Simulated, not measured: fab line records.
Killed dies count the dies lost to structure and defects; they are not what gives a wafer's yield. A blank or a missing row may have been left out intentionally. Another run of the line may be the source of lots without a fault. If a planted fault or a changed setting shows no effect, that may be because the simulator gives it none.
Struck lot and sound lot, side by side || flow n5-finfet || 15 out of 1938 route steps
Sound: these wafers, L743.2, L743.4, L743.5. The struck wafers were L752.4, L752.6. At the end, the cause is stated.
Each step with rows lists, per side, the tool, then ch with its chambers, then its first start. Under that, the readings that differ: sound wafers || struck wafers || difference of the means || sigmas: that difference in standard deviations of wafers without a fault.
alike: readings whose means differ by less than 2 such deviations, and words and numbers that are the same on both sides. not compared: withheld readings, readings that some wafer has no value for, bounds like >300 that may hide the same value, and numbers for which the record gives no deviation and whose values overlap.
The two part at a step that has a row with sigmas, a row that says differs or no value, or rows on one side only. When numbers do not overlap yet have no deviation, they are printed without sigmas and do not part them. A reading that every wafer of one side lacks parts them only if that side has two wafers or more.

N5_HKMG_FIN_STRIP_60: strips in N2/H2, time 360 s.
  sound on plasma-asher-02 ch 0,1, day 4 20:43; struck on plasma-asher-01 ch 0,1, day 6 21:54
  alike: drypump-motor-current-A, h2-flow-sccm, heater-power-w
  not compared: rf-hours-counter-h
then, 2 steps without rows for these wafers: N5_HKMG_FIN_WET_ETCH_77 (etches La2O3 in dHCl, stops on HfO2, target depth 2 nm); N5_HKMG_FIN_WET_ETCH_78 (etches Al2O3 in dNH4OH, stops on La2O3, target depth 4.5 nm, rinse time 30 s).
N5_HKMG_FIN_ALD_79: deposits TiN, target thk 1.5 nm, pulse time 1 s, purge time 3 s.
  sound on ald-metal-04 ch 0,3, day 4 21:12; struck on ald-metal-02 ch 0,3, day 6 22:17
{"reading": "heater-power-outer-w (W)", "sound": "657 582 655", "struck": "454 504", "difference": -152, "sigmas": -2}
  alike: heater-power-w, precursor-pulse-height-rel, susceptor-temp-C
  not compared: ald-cycles
N5_HKMG_FIN_CVD_62: deposits a-Si from Si2H6, target thk 3 nm, time 20.8 s.
  sound on thermal-cvd-si-02 ch 0,1, day 4 21:34; struck on thermal-cvd-si-01 ch 0,1, day 6 22:41
{"reading": "heater-power-w (W)", "sound": "1657 1612 1609", "struck": "1390 1416", "difference": -223, "sigmas": -2}
  alike: heater-power-outer-w, susceptor-temp-C
then, 5 steps without rows for these wafers: N5_HKMG_FIN_RTA_80 (time 2 s); N5_HKMG_FIN_PRECLEAN_64 (cleans in dHF, time 30 s); N5_HKMG_FIN_WET_ETCH_65 (etches a-Si in TMAH, stops on TiN, time 49 s, target depth 3 nm); N5_HKMG_FIN_WET_ETCH_81 (etches TiN in SC1, stops on HfO2, time 57 s, target depth 6 nm); N5_HKMG_FIN_WET_ETCH_82 (etches La2O3 in dHCl, stops on HfO2, target depth 2 nm, rinse time 30 s).
N5_HKMG_FIN_ALD_36: deposits TiN, target thk 1 nm, pulse time 1 s, purge time 3 s.
  sound on ald-metal-02 ch 0,1, day 4 21:58; struck on ald-metal-04 ch 0,2, day 6 23:03
  alike: heater-power-outer-w, heater-power-w, precursor-pulse-height-rel, susceptor-temp-C
  not compared: ald-cycles
N5_HKMG_FIN_THK_MEAS_70: measures by xrf.
  sound on film-metro-02 at day 4 22:15; struck on film-metro-02 at day 6 23:20
{"reading": "HK_THK (nm)", "sound": "1.625 1.576 1.546", "struck": "1.626 1.646", "difference": "+0.054", "sigmas": "+2"}
N5_HKMG_FIN_PWFM_ALD_03: deposits TiN, target thk 2 nm, pulse time 1 s, purge time 3 s.
  sound on ald-metal-01 ch 0,1,2, day 4 22:17; struck on ald-metal-02 ch 0,1, day 6 23:22
{"reading": "ald-cycles", "sound": "91 91 91", "struck": "79 79", "difference": -12, "sigmas": ""}
{"reading": "susceptor-temp-C (C)", "sound": "399.79 400.27 399.99", "struck": "- -", "difference": "no value on the struck wafers", "sigmas": ""}
  alike: heater-power-outer-w, heater-power-w, precursor-pulse-height-rel
then, 1 step without rows for these wafers: N5_HKMG_FIN_COAT_29 (time 60 s, resist thk 300 nm).
N5_PASSIVATION_PROBE_49:
  sound wafers here have rows in the record (prober-01, day 13 21:01); struck ones have none

== WHERE THEY PART ==
Last at N5_PASSIVATION_PROBE_49 as far as this record goes, first at N5_HKMG_FIN_ALD_79.

WHY: whatever the simulator had introduced
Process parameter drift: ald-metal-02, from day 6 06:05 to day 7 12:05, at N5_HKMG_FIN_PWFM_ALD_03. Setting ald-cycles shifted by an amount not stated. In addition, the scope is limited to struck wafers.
